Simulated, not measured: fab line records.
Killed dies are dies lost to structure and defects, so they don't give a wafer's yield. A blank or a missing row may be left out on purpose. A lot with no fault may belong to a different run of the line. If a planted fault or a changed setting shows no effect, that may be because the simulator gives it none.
Tool commonality check / flow nand_harc / 33 wafers sampled across 11 lots

THE REASON FOR OPENING IT
Flagged at NHARC_A_M0_CD_MEAS_09: reading cd_nm, on 2 of 11 lots. Wafers without a fault read 80.0 nm, standard deviation 0.51.
Rule: flag the lot when none of its wafers has a number, or when each of its wafers that has one lies beyond 4 standard deviations from that mean. All remaining lots are regarded as sound.

lot=L377; measured=day 17 20:58; on=cd_sem-02; cd_nm (nm), wafer by wafer=80.0 80.3 79.9; flag=
lot=L378; measured=day 18 15:24; on=cd_sem-02; cd_nm (nm), wafer by wafer=79.9 79.4 80.3; flag=
lot=L379; measured=day 19 04:12; on=cd_sem-03; cd_nm (nm), wafer by wafer=79.8 79.1 79.2; flag=
lot=L382; measured=day 19 09:21; on=cd_sem-01; cd_nm (nm), wafer by wafer=79.5 79.7 79.4; flag=
lot=L380; measured=day 19 13:55; on=cd_sem-01; cd_nm (nm), wafer by wafer=79.9 80.1 80.0; flag=
lot=L381; measured=day 19 15:13; on=cd_sem-01; cd_nm (nm), wafer by wafer=79.6 79.5 79.8; flag=
lot=L385; measured=day 20 14:28; on=cd_sem-03; cd_nm (nm), wafer by wafer=80.2 80.1 79.7; flag=
lot=L387; measured=day 21 02:34; on=cd_sem-01; cd_nm (nm), wafer by wafer=81.0 79.9 79.7; flag=
lot=L389; measured=day 21 11:05; on=cd_sem-01; cd_nm (nm), wafer by wafer=79.9 80.1 80.2; flag=
lot=L390; measured=day 21 13:43; on=cd_sem-02; cd_nm (nm), wafer by wafer=106.6 107.1 107.0; flag=FLAGGED
lot=L388; measured=day 21 16:55; on=cd_sem-03; cd_nm (nm), wafer by wafer=101.7 100.9 100.8; flag=FLAGGED
On average the flagged lots' numbers are 104.0 nm, which is +24.0 nm against the usual, or +47 standard deviations.

WHICH TOOL EACH LOT WENT THROUGH
2 process steps preceding the reading are held in the record, out of 1159 steps in the route. Each cell gives the tool, then ch followed by the chambers the sampled wafers passed through, then the start.
lot=L377; flag=; NHARC_A_BLC_ETCH_17=rie_diel-10 ch 0,2,3, day 17 20:49 or earlier; NHARC_A_M0_EXPOSE_06=arfi_scanner-02 ch 0, day 17 20:49
lot=L378; flag=; NHARC_A_BLC_ETCH_17=rie_diel-10 ch 1,2,3, day 18 15:15 or earlier; NHARC_A_M0_EXPOSE_06=arfi_scanner-03 ch 0, day 18 15:15
lot=L379; flag=; NHARC_A_BLC_ETCH_17=rie_diel-13 ch 0,1,2, day 19 04:04 or earlier; NHARC_A_M0_EXPOSE_06=arfi_scanner-02 ch 0, day 19 04:04
lot=L382; flag=; NHARC_A_BLC_ETCH_17=rie_diel-13 ch 0,1, day 19 09:13 or earlier; NHARC_A_M0_EXPOSE_06=arfi_scanner-03 ch 0, day 19 09:13
lot=L380; flag=; NHARC_A_BLC_ETCH_17=rie_diel-13 ch 0,1,2, day 19 13:46 or earlier; NHARC_A_M0_EXPOSE_06=arfi_scanner-03 ch 0, day 19 13:46
lot=L381; flag=; NHARC_A_BLC_ETCH_17=rie_diel-13 ch 0,1,2, day 19 15:05 or earlier; NHARC_A_M0_EXPOSE_06=arfi_scanner-01 ch 0, day 19 15:05
lot=L385; flag=; NHARC_A_BLC_ETCH_17=rie_diel-10 ch 0,1,3, day 20 14:19 or earlier; NHARC_A_M0_EXPOSE_06=arfi_scanner-03 ch 0, day 20 14:19
lot=L387; flag=; NHARC_A_BLC_ETCH_17=rie_diel-10 ch 1,2, day 21 02:25 or earlier; NHARC_A_M0_EXPOSE_06=arfi_scanner-02 ch 0, day 21 02:25
lot=L389; flag=; NHARC_A_BLC_ETCH_17=rie_diel-13 ch 0,1, day 21 10:57 or earlier; NHARC_A_M0_EXPOSE_06=arfi_scanner-02 ch 0, day 21 10:57
lot=L390; flag=FLAGGED; NHARC_A_BLC_ETCH_17=rie_diel-13 ch 0,1, day 21 13:34 or earlier; NHARC_A_M0_EXPOSE_06=arfi_scanner-02 ch 0, day 21 13:34
lot=L388; flag=FLAGGED; NHARC_A_BLC_ETCH_17=rie_diel-10 ch 1,2,3, day 21 16:47 or earlier; NHARC_A_M0_EXPOSE_06=arfi_scanner-02 ch 0, day 21 16:47
These steps, and what they do:
- NHARC_A_BLC_ETCH_17: etches the open film in N2/H2, target depth 390 nm, time 609.38 s.
- NHARC_A_M0_EXPOSE_06: exposes mask A M0, target cd 80 nm.
- NHARC_A_M0_CD_MEAS_09: target cd 80 nm.

FLAGGED AGAINST TOTAL, ONE TOOL AT A TIME (gauges that did the reading follow at the end)
step=NHARC_A_BLC_ETCH_17; tool=rie_diel-10; lots run=5; flagged=1; share of the flagged lots=some; sound lots run after its first flagged lot=0
step=NHARC_A_BLC_ETCH_17; tool=rie_diel-13; lots run=6; flagged=1; share of the flagged lots=some; sound lots run after its first flagged lot=0
step=NHARC_A_M0_EXPOSE_06; tool=arfi_scanner-01; lots run=1; flagged=0; share of the flagged lots=none; sound lots run after its first flagged lot=-
step=NHARC_A_M0_EXPOSE_06; tool=arfi_scanner-02; lots run=6; flagged=2; share of the flagged lots=all; sound lots run after its first flagged lot=0
step=NHARC_A_M0_EXPOSE_06; tool=arfi_scanner-03; lots run=4; flagged=0; share of the flagged lots=none; sound lots run after its first flagged lot=-
step=NHARC_A_M0_CD_MEAS_09; tool=cd_sem-01; lots run=5; flagged=0; share of the flagged lots=none; sound lots run after its first flagged lot=-
step=NHARC_A_M0_CD_MEAS_09; tool=cd_sem-02; lots run=3; flagged=1; share of the flagged lots=some; sound lots run after its first flagged lot=0
step=NHARC_A_M0_CD_MEAS_09; tool=cd_sem-03; lots run=3; flagged=1; share of the flagged lots=some; sound lots run after its first flagged lot=0
NHARC_A_BLC_ETCH_17 gives no start for some lots, so the hours and the order of its lots are those of NHARC_A_M0_EXPOSE_06.

WHAT THE TABLE ALLOWS
All flagged lots share 1 row of the table, namely arfi_scanner-02 at NHARC_A_M0_EXPOSE_06.
- arfi_scanner-02 at NHARC_A_M0_EXPOSE_06 ran 6 lots, 2 of them flagged. A fault beginning between L389 (day 21 10:57), its last sound lot, and L390 (day 21 13:34), its first flagged one, fits the data. Its own readings (exposure_dose_mJ_cm2) fall more than 4 standard deviations out on all wafers of the flagged lots.
One tool is left: arfi_scanner-02 at NHARC_A_M0_EXPOSE_06.

WHAT THE SIMULATOR HAD PUT IN
Process parameter drift: arfi_scanner-02, from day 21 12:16 on, at NHARC_A_M0_EXPOSE_06. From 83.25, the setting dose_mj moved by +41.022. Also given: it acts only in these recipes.
Shown lots that were struck: L390, L388. The rule given above showed the same thing.
